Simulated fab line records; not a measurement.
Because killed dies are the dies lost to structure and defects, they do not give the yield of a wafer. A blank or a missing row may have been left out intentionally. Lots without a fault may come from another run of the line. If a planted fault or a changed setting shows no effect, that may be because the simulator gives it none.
A struck lot beside a sound one ; flow nand harc ; 14 steps out of a route of 1302
Sound: the wafers L510.4, L510.5, L510.6. Wafers L508.1, L508.2, L508.5 were the ones struck. The cause is given at the end.
For every step that has rows: the tool of each side, followed by ch and its chambers, followed by its first start. Under that, the readings that differ: sound wafers ; struck wafers ; difference of the means ; sigmas: that difference in standard deviations of wafers without a fault.
alike: a reading whose means differ by less than 2 such deviations, as well as words and numbers matching on both sides. not compared: withheld readings; readings where some wafer has no value; bounds like >300 that might hide an equal value; numbers whose values overlap and for which the record gives no deviation.
A row with sigmas, a row that says differs or no value, or rows on one side alone: a step with any of these is where the two part. When numbers do not overlap yet have no deviation, they are printed without sigmas and do not part them. A reading missing from all wafers of one side parts the sides only when that side holds two or more wafers.

first, 1 step without rows for these wafers: NHARC_P_ZERO_WELL_HARDBAKE_12 (time 65 s).
NHARC_P_ZERO_WELL_DESCUM_13: chemistry O2, time 3 s.
  sound on rie diel-13 ch 1,2,3, day 8 13:32; struck on rie diel-02 ch 2,3, day 7 17:18
  alike: drypump motor current A, oes product au, rf vpp V, showerhead plenum p Torr, throttle valve pct
  not compared: rf hours counter h
NHARC_P_ZERO_WELL_ETCH_65: etches the open film in N2/H2, target depth 80 nm, overetch 24 nm, time 87.88 s.
  sound on rie diel-13 ch 1,2, day 8 13:37; struck on rie diel-02 ch 0,2, day 7 17:24
  alike: drypump motor current A, n2 flow sccm, oes product au, rf vpp V, showerhead plenum p Torr, throttle valve pct
  not compared: rf hours counter h
NHARC_P_ZERO_WELL_ETCH_62: etches the open film in CHF3/Ar, target depth 13 nm, time 6.5 s.
  sound: rie diel-13 ch 2,3; struck: rie diel-02 ch 1,3
reading;sound;struck;difference;sigmas
drypump motor current A (A);6.58 6.55 6.19;5.68 6.10 5.67;-0.62;-2
  alike: chf3 flow sccm, oes product au, rf vpp V, showerhead plenum p Torr, throttle valve pct
  not compared: rf hours counter h
NHARC_P_ZERO_WELL_ETCH_63: etches the open film in HBr/Cl2, target depth 120 nm, time 40.1 s.
  sound on rie si-06 ch 1,2,3, day 8 13:57; struck on rie si-04 ch 1,2,3, day 7 17:46
  alike: drypump motor current A, oes product au, throttle valve pct
  not compared: rf hours counter h
then, 7 steps without rows for these wafers: NHARC_P_ZERO_WELL_STRIP_15 (strips in SPM, time 900 s); NHARC_P_ZERO_WELL_DEHYDRATE_16 (time 120 s); NHARC_P_ZERO_WELL_HMDS_17 (time 30 s); NHARC_P_ZERO_WELL_COAT_18; NHARC_P_ZERO_WELL_SOFTBAKE_19 (time 95 s); NHARC_P_ZERO_WELL_EBR_20; NHARC_P_ZERO_WELL_EXPOSE_21 (exposes mask P NWELL, target cd 720 nm).
NHARC_P_ZERO_WELL_PEB_22: peb time 85 s.
  sound on litho track-03 ch 0, day 8 14:38; struck on litho track-07, day 7 18:35
  no value came back on the struck wafers for chill plate temp C (C), exhaust pa (Pa); on the sound wafers chill plate temp C (C) reads 22.93 22.93 23.03
then, 1 step without rows for these wafers: NHARC_P_ZERO_WELL_DEVELOP_23 (time 70 s).

== WHERE THEY PART ==
First at NHARC_P_ZERO_WELL_ETCH_62; last, within this record, at NHARC_P_ZERO_WELL_PEB_22.

WHY: whatever the simulator had introduced
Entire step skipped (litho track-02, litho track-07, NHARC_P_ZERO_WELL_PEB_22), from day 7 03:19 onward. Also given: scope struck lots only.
